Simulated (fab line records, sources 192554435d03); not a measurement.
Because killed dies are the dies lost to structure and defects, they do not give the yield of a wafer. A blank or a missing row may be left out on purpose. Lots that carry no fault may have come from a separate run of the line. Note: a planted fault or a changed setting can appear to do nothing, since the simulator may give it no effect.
Split-lot experiment | flow n5Finfet | 21 wafers read across 7 lots, on a route 1938 steps long

== SPLIT DETAILS ==
At N5_BEOL_M7_PECVD_70 (deposits SiO2 from TEOS/O2, target thk 20 nm, time 22.7 s), the setting timeS was moved away from the recipe's 22.7 s on 8 of the 21 wafers read, by -10.0% to +9.9%. For the rest of the wafers, this setting stayed at what the recipe calls for.

The split's own step is where the reading is taken.

== THE READING ==
SiO2_of_BEOL_M7_PECVD_70.thkNm (the simulator's own value, which no gauge read), in nm, at N5_BEOL_M7_PECVD_70 (deposits SiO2 from TEOS/O2, target thk 20 nm, time 22.7 s). There is no usual value for it anywhere in the file. Average 20.0 nm, standard deviation 0.21 nm, over the 13 wafers here run with the recipe.

wafer  | tool, chamber at the split | timeS as run, s | against the recipe | SiO2_of_BEOL_M7_PECVD_70.thkNm, nm | against lot-mates on the recipe
L079.2 | pecvd-02, 2                | 24.94           | +9.9%              | 21.8                               | +1.8
L079.3 | pecvd-02, 1                | 24.94           | +9.9%              | 21.6                               | +1.6
L079.5 | pecvd-02, 1                | 22.7            | recipe             | 20                                 | -
L078.1 | pecvd-04, 0                | 22.7            | recipe             | 19.8                               | -
L078.3 | pecvd-04, 1,0              | 21.05           | -7.3%              | 19                                 | -0.8
L078.6 | pecvd-04, 1,0              | 21.05           | -7.3%              | 19                                 | -0.8
L082.2 | pecvd-04, 1                | 22.7            | recipe             | 19.8                               | -
L082.3 | pecvd-04, 0                | 20.42           | -10.0%             | 18                                 | -1.8
L082.4 | pecvd-04, 1                | 20.42           | -10.0%             | 18.4                               | -1.4
L091.1 | pecvd-03, 2                | 22.7            | recipe             | 19.8                               | -
L091.2 | pecvd-03, 1                | 22.7            | recipe             | 19.6                               | -
L091.6 | pecvd-03, 1                | 22.7            | recipe             | 20.2                               | -
L094.1 | pecvd-02, 1                | 24.84           | +9.4%              | 21.4                               | +1.4
L094.4 | pecvd-02, 0                | 22.7            | recipe             | 20                                 | -
L094.5 | pecvd-02, 1                | 24.84           | +9.4%              | 22                                 | +2.0
L095.1 | pecvd-04, 2,1              | 22.7            | recipe             | 20                                 | -
L095.2 | pecvd-04, 2,1              | 22.7            | recipe             | 20                                 | -
L095.6 | pecvd-04, 1                | 22.7            | recipe             | 20.4                               | -
L097.2 | pecvd-03, 0                | 22.7            | recipe             | 19.8                               | -
L097.4 | pecvd-03, 2                | 22.7            | recipe             | 20.2                               | -
L097.5 | pecvd-03, 1                | 22.7            | recipe             | 20                                 | -
Where a row lists several chambers, the file gives one row for several wafers and doesn't say which wafer went through which chamber.

FIT RESULTS
A straight line over all 21 wafers: SiO2_of_BEOL_M7_PECVD_70.thkNm changes by +0.171 nm for each +1% of timeS; r = +0.98; the points scatter about the line by 0.23 nm.
The same after taking each lot's own level away (the mean of its wafers on the recipe; 21 wafers): +0.16 nm for each +1%; r = +0.97; scatter 0.22 nm.
That fit puts the effect of the largest move of timeS on the reading at 1.6 nm.
The lots' own levels span 19.80 to 20.13 nm, that is 1.6 times the standard deviation above.
Hence the lot-to-lot level has little effect on the slope; both slopes agree.
Check: -1.48 nm against its lot-mates is what the line predicts for one of the wafers moved furthest among these (-10.0%) when that wafer is left out of the fit. It came out at -1.8 nm against them.

== FURTHER SPLITS ON THESE WAFERS ==
Note: prior to the reading, these wafers also went through further splits. Each is held against what the fit with the lots' levels taken away leaves over:
other split on the same wafers  | wafers away from the commonest value | r with SiO2_of_BEOL_M7_PECVD_70.thkNm (lot level and that fit taken away)
N5_BEOL_M5_EXPOSE_25 doseMj     | 8                                    | +0.11
N5_BEOL_M6_TRENCH_ETCH_37 timeS | 9                                    | -0.02
N5_BEOL_M6_ALD_77 aldCycles     | 10                                   | +0.04

== THE FILE'S OWN FIT ==
SiO2_of_BEOL_M7_PECVD_70.thkNm changes by +0.161 nm for each +1% of timeS, r = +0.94.
